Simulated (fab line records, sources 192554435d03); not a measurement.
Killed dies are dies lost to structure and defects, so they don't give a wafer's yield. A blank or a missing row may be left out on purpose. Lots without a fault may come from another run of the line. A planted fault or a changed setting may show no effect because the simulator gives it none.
Chamber matching | flow n5_finfet | N5_BEOL_M3_CMP_52 on cmp-01: 4 sister chambers
The step polishes, stops on SiOC, t overpolish 6.8 s, target thk 40 nm. 18 wafers are shown with their chamber, then 9 later ones without.

WAFERS WITH THEIR CHAMBER
wafer  | chamber | motor_current_A (A) | time_to_endpoint_s (s) | barrier_field_endpoint_s (s)
L076.1 | 1       | 5.7                 | 62                     | 24.3
L076.3 | 2       | 5.7                 | 65                     | 24.6
L076.4 | 0       | 5.5                 | 58                     | 24.3
L079.1 | 1       | 5.5                 | 61                     | 24.8
L079.3 | 0       | 5.5                 | 58                     | 24.0
L079.5 | 3       | 6.7                 | 60                     | 25.0
L080.1 | 1       | 5.5                 | 59                     | 24.0
L080.2 | 3       | 6.2                 | 58                     | 24.2
L080.4 | 0       | 5.5                 | 58                     | 24.4
L086.2 | 1       | 5.8                 | 63                     | 25.3
L086.3 | 0       | 5.6                 | 59                     | 24.0
L086.4 | 2       | 6.0                 | 66                     | 26.2
L089.1 | 0       | 5.5                 | 63                     | 24.3
L089.5 | 1       | 5.9                 | 60                     | 24.8
L089.6 | 2       | 5.6                 | 69                     | 25.5
L092.1 | 3       | 6.0                 | 62                     | 24.5
L092.2 | 1       | 5.6                 | 58                     | 23.3
L092.5 | 1       | 5.5                 | 59                     | 24.4

SIGNATURES (means of the wafers above)
reading                  | chamber 0 | chamber 1 | chamber 2 | chamber 3 | scatter within a chamber
motor_current_A          | 5.520     | 5.643     | 5.767     | 6.300     | 0.191
time_to_endpoint_s       | 59.20     | 60.29     | 66.67     | 60.00     | 1.98
barrier_field_endpoint_s | 24.200    | 24.414    | 25.433    | 24.567    | 0.552
Rule: a wafer's distance from a chamber is the root of the sum, over the readings, of the square of ((its reading less the chamber's mean) divided by the reading's scatter). The wafer belongs to the nearest chamber; if the next one is less than 2 further off, it can't be placed. The scatter: the root of (the sum of the squares of (reading less its chamber's mean) over the shown wafers, divided by (wafers less chambers)).

WAFERS WITHOUT THEIR CHAMBER
wafer  | motor_current_A (A) | time_to_endpoint_s (s) | barrier_field_endpoint_s (s)
L094.2 | 5.6                 | 63                     | 24.8
L094.5 | 5.6                 | 62                     | 24.3
L094.6 | 5.6                 | 57                     | 24.3
L093.2 | 5.8                 | 66                     | 25.6
L093.4 | 5.7                 | 64                     | 24.7
L093.6 | 5.6                 | 62                     | 25.3
L096.1 | 5.6                 | 64                     | 25.5
L096.2 | 6.3                 | 63                     | 24.3
L096.3 | 5.8                 | 68                     | 25.2

WHICH CHAMBER EACH WENT THROUGH
wafer  | from the rows above               | in truth
L094.2 | can't be placed: 1 or 0 or 2      | 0
L094.5 | can't be placed: 1 or 0           | 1
L094.6 | can't be placed: 0 or 1           | 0
L093.2 | 2                                 | 2
L093.4 | can't be placed: 2 or 1 or 0 or 3 | 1
L093.6 | can't be placed: 1 or 0 or 2      | 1
L096.1 | can't be placed: 2 or 1 or 0      | 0
L096.2 | 3                                 | 3
L096.3 | 2                                 | 2
Placed correctly: 3 of 9. Can't be placed from these rows: 6 (the true chamber is among the candidates in 6). Placed wrongly: 0.
